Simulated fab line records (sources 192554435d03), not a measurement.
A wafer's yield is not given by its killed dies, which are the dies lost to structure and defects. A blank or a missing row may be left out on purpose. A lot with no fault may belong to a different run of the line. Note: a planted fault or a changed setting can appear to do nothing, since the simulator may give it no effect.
The tool behind it: which one? / flow n5-finfet / Sampling: 10 lots, 30 wafers, 2 of 1938 route steps

WHAT EACH GAUGE READ, for each wafer
N5_FIN_CUT_OVL_MEAS_09.
lot=L078; measured=day 3 03:01; on=overlay-01; FIN_CUT_OVL (nm)=0.4 -0.9 -0.5
lot=L080; measured=day 3 15:29; on=overlay-01; FIN_CUT_OVL (nm)=-0.1 -0.2 -0.1
lot=L082; measured=day 4 02:25; on=overlay-02; FIN_CUT_OVL (nm)=-0.5 -0.4 0.4
lot=L084; measured=day 4 14:28; on=overlay-01; FIN_CUT_OVL (nm)=-0.3 -0.2 -1.0
lot=L086; measured=day 5 04:37; on=overlay-01; FIN_CUT_OVL (nm)=0.1 0.5 0.2
lot=L088; measured=day 5 14:23; on=overlay-02; FIN_CUT_OVL (nm)=0.0 0.2 -0.3
lot=L090; measured=day 6 02:50; on=overlay-02; FIN_CUT_OVL (nm)=-0.8 -0.9 -0.3
lot=L093; measured=day 6 22:06; on=overlay-01; FIN_CUT_OVL (nm)=0.0 0.0 -0.7
lot=L095; measured=day 7 09:00; on=overlay-01; FIN_CUT_OVL (nm)=-1.0 -0.1 -0.8
lot=L097; measured=day 7 21:00; on=overlay-01; FIN_CUT_OVL (nm)=0.4 0.1 -2.1

WHICH TOOL RAN EACH LOT (tool, then ch and the chambers of the sampled wafers, then the start)
lot=L078; N5_FIN_SAQP_ETCH_34=rie-diel-01 ch 1,2,3, day 3 02:13
lot=L080; N5_FIN_SAQP_ETCH_34=rie-diel-06 ch 0,1, day 3 14:41
lot=L082; N5_FIN_SAQP_ETCH_34=rie-diel-01 ch 0,1,3, day 4 01:37
lot=L084; N5_FIN_SAQP_ETCH_34=rie-diel-02 ch 0,1,3, day 4 13:40
lot=L086; N5_FIN_SAQP_ETCH_34=rie-diel-01 ch 0,2,3, day 5 03:48
lot=L088; N5_FIN_SAQP_ETCH_34=rie-diel-01 ch 0,2, day 5 13:28
lot=L090; N5_FIN_SAQP_ETCH_34=rie-diel-02 ch 0,1,3, day 6 02:02
lot=L093; N5_FIN_SAQP_ETCH_34=rie-diel-06 ch 1,3, day 6 21:10
lot=L095; N5_FIN_SAQP_ETCH_34=rie-diel-02 ch 0,2,3, day 7 08:12
lot=L097; N5_FIN_SAQP_ETCH_34=rie-diel-01 ch 0,2, day 7 20:12
- N5_FIN_SAQP_ETCH_34: etches SiO2 in C4F6/O2, target depth 45 nm, time 15 s.

THE ANSWER, worked out from the rows above alone
Rule: what is usual is taken from the lots themselves. Put in order of their means at a reading, lots are off if they are a third of the lots or fewer, leave a main group of 4 or more, and stand apart from it by a gap of 3 or more times the standard deviation of the main group's means; of several such gaps the widest counts. A main group whose means are all the same, to the digits that the tables above print for the reading, isn't used. A lot without any number at a reading at which 4 lots or more have one is off too. Where the step has rows for the other lots, those lots are counted as sound.
None of the lots is off at any reading shown; this tells nothing.

WHAT THE SIMULATOR HAD INSERTED
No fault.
